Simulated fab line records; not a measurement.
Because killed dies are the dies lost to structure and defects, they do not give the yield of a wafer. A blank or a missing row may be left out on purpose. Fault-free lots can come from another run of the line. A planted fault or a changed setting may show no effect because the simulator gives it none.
One fault seen from 2 desks -- flow n5Finfet -- each desk holds nothing but its own numbers, with what lay behind them at the end

## AT THE TOOL OWNER'S DESK: cmp-03
The tool's own readings at N5_ILD0_CMP_12 (polishes SiNx, stops on poly-Si, t overpolish 6 s, target thk 17.67 nm): means of the sampled wafers that have a number, for each lot that ran on this tool. Marked OUT: a lot whose mean sits more than 4 standard deviations from the usual mean, which makes it out of limits; the brackets give that distance.
Columns: A = motorCurrentA at N5_ILD0_CMP_12, usual 9.1 A; B = overpolishRunS at N5_ILD0_CMP_12, usual 5.999 s; C = slurryFilterDpKPa at N5_ILD0_CMP_12, usual 13.48 kPa; D = timeToEndpointS at N5_ILD0_CMP_12, usual 29 s
lot,first seen here,A,B,C,D
L276,day 3 15:46,8.9,5.998,13.59,24
L278,day 4 03:38,9.1,6.004,13.33,29
L279,day 4 11:07,8.7,5.995,13.50,25
L285,day 6 06:59,8.6,5.988,13.48,30
L287,day 6 14:44,8.4,6.005,13.47,27
L292,day 7 19:22,8.6,5.997,13.39,44 (+4.3) OUT
L293,day 7 21:31,8.6,6.007,13.35,46 (+5.1) OUT
This desk's verdict: out of limits on L292, L293, starting with L292 at day 7 19:22 (timeToEndpointS at N5_ILD0_CMP_12). L276, L278, L279, L285, L287 stayed within limits.

## METROLOGY DESK
Means of the sampled wafers that have a number, per lot and without regard to the tool the lot ran on: this is what the gauges read. Marked OUT: a lot whose mean sits more than 4 standard deviations from the usual mean, which makes it out of limits; the brackets give that distance. It has 11 readings; the 7 that lie furthest out on some lot are the ones shown.
Columns: A = DIBL_N at N5_BEOL_M4_RC_MEAS_101, usual 36.3 mV/V; B = IOFF_P at N5_BEOL_M4_RC_MEAS_101, usual 0.21 nA/um; C = ION_N at N5_BEOL_M4_RC_MEAS_101, usual 675 uA/um; D = ION_P at N5_BEOL_M4_RC_MEAS_101, usual 462 uA/um; E = SS_N at N5_BEOL_M4_RC_MEAS_101, usual 71.6 mV/dec; F = VT_N at N5_BEOL_M4_RC_MEAS_101, usual 249 mV; G = VT_P at N5_BEOL_M4_RC_MEAS_101, usual -250 mV
lot,first seen here,A,B,C,D,E,F,G
L276,day 3 16:04,35.2,0.19,676,464,71.5,252,-253
L278,day 4 03:54,36.4,0.22,673,465,71.3,250,-250
L279,day 4 11:18,35.1,0.17,680,464,71.2,253,-254
L282,day 5 05:54,37.0,0.23,681,463,72.1,249,-251
L285,day 6 07:15,35.8,0.19,659,453,70.6,252,-254
L287,day 6 15:01,35.2,0.18,669,454,71.2,250,-252
L292,day 7 19:40,38.3,0.20,667,454,72.4,251,-254
L293,day 7 21:46,36.1,0.22,685,472,71.3,247,-245
L298,day 9 06:05,37.0,0.18,671,454,71.6,250,-253
L299,day 9 12:55,35.4,0.20,675,457,71.7,249,-253
Finding of this desk: none of the 10 lots has anything out of limits.

## PUT TOGETHER
At day 7 19:22, on L292, L293, the tool owner's desk was in a position to raise an alarm.
Nothing out of limits was seen by the metrology desk.
The metrology desk holds a record of L292, L293, inside its limits.
On cmp-03, each named lot ran N5_ILD0_CMP_12.

## WHAT THE SIMULATOR HAD INSERTED
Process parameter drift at N5_ILD0_CMP_12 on cmp-03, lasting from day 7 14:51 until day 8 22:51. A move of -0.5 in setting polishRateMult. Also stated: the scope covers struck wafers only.
Struck lots among those shown: L292, L293.
How many hours passed from the start of the fault until each desk's first out-of-limits reading: the tool owner's desk, 5.
